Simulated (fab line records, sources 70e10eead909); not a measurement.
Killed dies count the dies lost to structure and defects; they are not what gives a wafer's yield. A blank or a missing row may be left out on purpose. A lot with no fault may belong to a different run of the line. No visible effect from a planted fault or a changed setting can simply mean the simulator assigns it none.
Which tool is to blame? :: flow nandHarc :: 42 wafers from 14 lots sampled at 2 of the route's 1159 steps

WHAT THE GAUGES READ, wafer by wafer
NHARC_THIN_TSV_CD_MEAS_16. Usual: cdNm at 1000.3 nm, with a standard deviation of 2.2.
lot: L555
measured: day 18 19:23
on: cdSem-01
cdNm (nm): 997.8 997.7 1001.6
flag: 

lot: L557
measured: day 18 20:43
on: cdSem-03
cdNm (nm): 998.1 996.5 999.2
flag: 

lot: L554
measured: day 18 21:52
on: cdSem-02
cdNm (nm): 1001.8 998.8 998.8
flag: 

lot: L556
measured: day 19 03:32
on: cdSem-03
cdNm (nm): 1000.0 1002.9 999.2
flag: 

lot: L559
measured: day 19 16:29
on: cdSem-02
cdNm (nm): 998.8 997.8 1002.2
flag: 

lot: L564
measured: day 21 01:01
on: cdSem-03
cdNm (nm): 1001.8 1002.4 999.8
flag: 

lot: L568
measured: day 21 13:01
on: cdSem-01
cdNm (nm): 999.8 1000.0 999.7
flag: 

lot: L566
measured: day 21 20:16
on: cdSem-01
cdNm (nm): 1002.7 1001.8 1001.5
flag: 

lot: L569
measured: day 22 14:26
on: cdSem-01
cdNm (nm): 998.9 999.8 999.7
flag: 

lot: L573
measured: day 23 02:23
on: cdSem-03
cdNm (nm): 1002.2 999.5 1000.5
flag: 

lot: L572
measured: day 23 09:07
on: cdSem-03
cdNm (nm): 1000.4 999.4 1000.8
flag: 

lot: L576
measured: day 24 16:35
on: cdSem-01
cdNm (nm): 1002.1 1000.0 1000.1
flag: 

lot: L575
measured: day 24 17:49
on: cdSem-01
cdNm (nm): 1001.8 998.8 1001.7
flag: 

lot: L577
measured: day 25 02:31
on: cdSem-02
cdNm (nm): 996.6 999.4 1000.3
flag: 

WHAT TOOL EACH LOT RAN ON (gives the tool, then ch and the chambers of the sampled wafers, and finally the start)
lot: L555
NHARC_THIN_TSV_DESCUM_14: rieDiel-12 ch 1,2,3, day 18 18:35

lot: L557
NHARC_THIN_TSV_DESCUM_14: rieDiel-11 ch 1,2,3, day 18 19:55

lot: L554
NHARC_THIN_TSV_DESCUM_14: rieDiel-12 ch 0,1,3, day 18 21:04

lot: L556
NHARC_THIN_TSV_DESCUM_14: rieDiel-06 ch 0,1,2, day 19 02:43

lot: L559
NHARC_THIN_TSV_DESCUM_14: rieDiel-06 ch 0,1, day 19 15:41

lot: L564
NHARC_THIN_TSV_DESCUM_14: rieDiel-06 ch 0,1, day 21 00:13

lot: L568
NHARC_THIN_TSV_DESCUM_14: rieDiel-11 ch 0,1,3, day 21 12:14

lot: L566
NHARC_THIN_TSV_DESCUM_14: rieDiel-06 ch 0,2,3, day 21 19:28

lot: L569
NHARC_THIN_TSV_DESCUM_14: rieDiel-12 ch 2,3, day 22 13:30

lot: L573
NHARC_THIN_TSV_DESCUM_14: rieDiel-06 ch 0,1, day 23 01:34

lot: L572
NHARC_THIN_TSV_DESCUM_14: rieDiel-11 ch 1,2,3, day 23 08:20

lot: L576
NHARC_THIN_TSV_DESCUM_14: rieDiel-11 ch 2,3, day 24 15:47

lot: L575
NHARC_THIN_TSV_DESCUM_14: rieDiel-06 ch 0,1, day 24 17:01

lot: L577
NHARC_THIN_TSV_DESCUM_14: rieDiel-06 ch 0,3, day 25 01:43
- NHARC_THIN_TSV_DESCUM_14: chemistry O2, time 3 s.

WHAT THE TOOLS THEMSELVES READ (means of the sampled wafers that have a number; where no wafer has one, the mark that the record gives instead)
NHARC_THIN_TSV_DESCUM_14. Usual: for chamberPressureMTorr, 60.00 mTorr with a standard deviation of 0.056; for drypumpMotorCurrentA, 5.6 A with a standard deviation of 0.56; for o2FlowSccm, 200.0 sccm with a standard deviation of 0.64; for oesProductAu, 1.003 a.u. with a standard deviation of 0.011; for rfVppV, 57.6 V with a standard deviation of 0.92; for showerheadPlenumPTorr, 1.88 Torr with a standard deviation of 0.093; for throttleValvePct, 11.311 % with a standard deviation of 0.0099.
lot: L555
tool: rieDiel-12
chamberPressureMTorr (mTorr): 60.02
drypumpMotorCurrentA (A): 5.3
o2FlowSccm (sccm): 200.1
oesProductAu (a.u.): 0.998
rfVppV (V): 57.7
showerheadPlenumPTorr (Torr): 1.91
throttleValvePct (%): 11.312
flag: 

lot: L557
tool: rieDiel-11
chamberPressureMTorr (mTorr): 60.02
drypumpMotorCurrentA (A): 5.9
o2FlowSccm (sccm): 200.4
oesProductAu (a.u.): 1.000
rfVppV (V): 57.2
showerheadPlenumPTorr (Torr): 1.92
throttleValvePct (%): 11.304
flag: 

lot: L554
tool: rieDiel-12
chamberPressureMTorr (mTorr): 60.00
drypumpMotorCurrentA (A): 5.3
o2FlowSccm (sccm): 199.4
oesProductAu (a.u.): 0.997
rfVppV (V): 57.8
showerheadPlenumPTorr (Torr): 1.83
throttleValvePct (%): 11.320
flag: 

lot: L556
tool: rieDiel-06
chamberPressureMTorr (mTorr): 60.05
drypumpMotorCurrentA (A): 5.6
o2FlowSccm (sccm): 200.1
oesProductAu (a.u.): 1.012
rfVppV (V): 57.7
showerheadPlenumPTorr (Torr): 1.87
throttleValvePct (%): 11.316
flag: 

lot: L559
tool: rieDiel-06
chamberPressureMTorr (mTorr): 59.97
drypumpMotorCurrentA (A): 5.1
o2FlowSccm (sccm): 200.5
oesProductAu (a.u.): 1.000
rfVppV (V): 56.5
showerheadPlenumPTorr (Torr): 1.80
throttleValvePct (%): 11.306
flag: 

lot: L564
tool: rieDiel-06
chamberPressureMTorr (mTorr): 60.03
drypumpMotorCurrentA (A): 5.4
o2FlowSccm (sccm): 199.4
oesProductAu (a.u.): 1.000
rfVppV (V): 57.9
showerheadPlenumPTorr (Torr): 1.81
throttleValvePct (%): 11.299
flag: 

lot: L568
tool: rieDiel-11
chamberPressureMTorr (mTorr): 60.03
drypumpMotorCurrentA (A): 5.9
o2FlowSccm (sccm): 201.0
oesProductAu (a.u.): 1.002
rfVppV (V): 57.6
showerheadPlenumPTorr (Torr): 1.95
throttleValvePct (%): 11.317
flag: 

lot: L566
tool: rieDiel-06
chamberPressureMTorr (mTorr): 60.00
drypumpMotorCurrentA (A): 5.5
o2FlowSccm (sccm): 199.7
oesProductAu (a.u.): 1.015
rfVppV (V): 58.3
showerheadPlenumPTorr (Torr): 1.88
throttleValvePct (%): 11.307
flag: 

lot: L569
tool: rieDiel-12
chamberPressureMTorr (mTorr): 60.01
drypumpMotorCurrentA (A): 5.6
o2FlowSccm (sccm): 200.1
oesProductAu (a.u.): 1.005
rfVppV (V): 58.1
showerheadPlenumPTorr (Torr): 1.96
throttleValvePct (%): 11.314
flag: 

lot: L573
tool: rieDiel-06
chamberPressureMTorr (mTorr): 60.02
drypumpMotorCurrentA (A): 5.1
o2FlowSccm (sccm): 199.9
oesProductAu (a.u.): 1.009
rfVppV (V): 56.4
showerheadPlenumPTorr (Torr): 1.80
throttleValvePct (%): 11.302
flag: 

lot: L572
tool: rieDiel-11
chamberPressureMTorr (mTorr): 60.00
drypumpMotorCurrentA (A): 5.9
o2FlowSccm (sccm): 199.9
oesProductAu (a.u.): 1.001
rfVppV (V): 57.6
showerheadPlenumPTorr (Torr): 1.92
throttleValvePct (%): 11.313
flag: 

lot: L576
tool: rieDiel-11
chamberPressureMTorr (mTorr): 60.02
drypumpMotorCurrentA (A): 5.7
o2FlowSccm (sccm): 200.1
oesProductAu (a.u.): 1.008
rfVppV (V): 58.4
showerheadPlenumPTorr (Torr): 1.96
throttleValvePct (%): 11.306
flag: 

lot: L575
tool: rieDiel-06
chamberPressureMTorr (mTorr): 60.02
drypumpMotorCurrentA (A): 5.4
o2FlowSccm (sccm): 200.5
oesProductAu (a.u.): 1.005
rfVppV (V): 56.9
showerheadPlenumPTorr (Torr): 1.81
throttleValvePct (%): 11.311
flag: 

lot: L577
tool: rieDiel-06
chamberPressureMTorr (mTorr): 59.93
drypumpMotorCurrentA (A): 5.2
o2FlowSccm (sccm): 200.0
oesProductAu (a.u.): 1.002
rfVppV (V): 57.4
showerheadPlenumPTorr (Torr): 1.84
throttleValvePct (%): 11.317
flag: 

THE ANSWER, worked out from the rows above alone
Rule: a lot counts as off when the mean over its wafers that have a number is more than 3 standard deviations away from the usual mean. Also off: a lot with no number at a reading for which 4 or more lots have one. All remaining lots with rows at the step are treated as sound. Order of review: gauges by route order, followed by the tools' own readings, for which a lot's mean as printed above is used. The first step at which some lot is off is used, and at that step the reading that is off furthest; a lot without a number counts as furthest.
No lot is off at any reading shown: from this, nothing can be told.

WHAT HAD BEEN PUT IN BY THE SIMULATOR
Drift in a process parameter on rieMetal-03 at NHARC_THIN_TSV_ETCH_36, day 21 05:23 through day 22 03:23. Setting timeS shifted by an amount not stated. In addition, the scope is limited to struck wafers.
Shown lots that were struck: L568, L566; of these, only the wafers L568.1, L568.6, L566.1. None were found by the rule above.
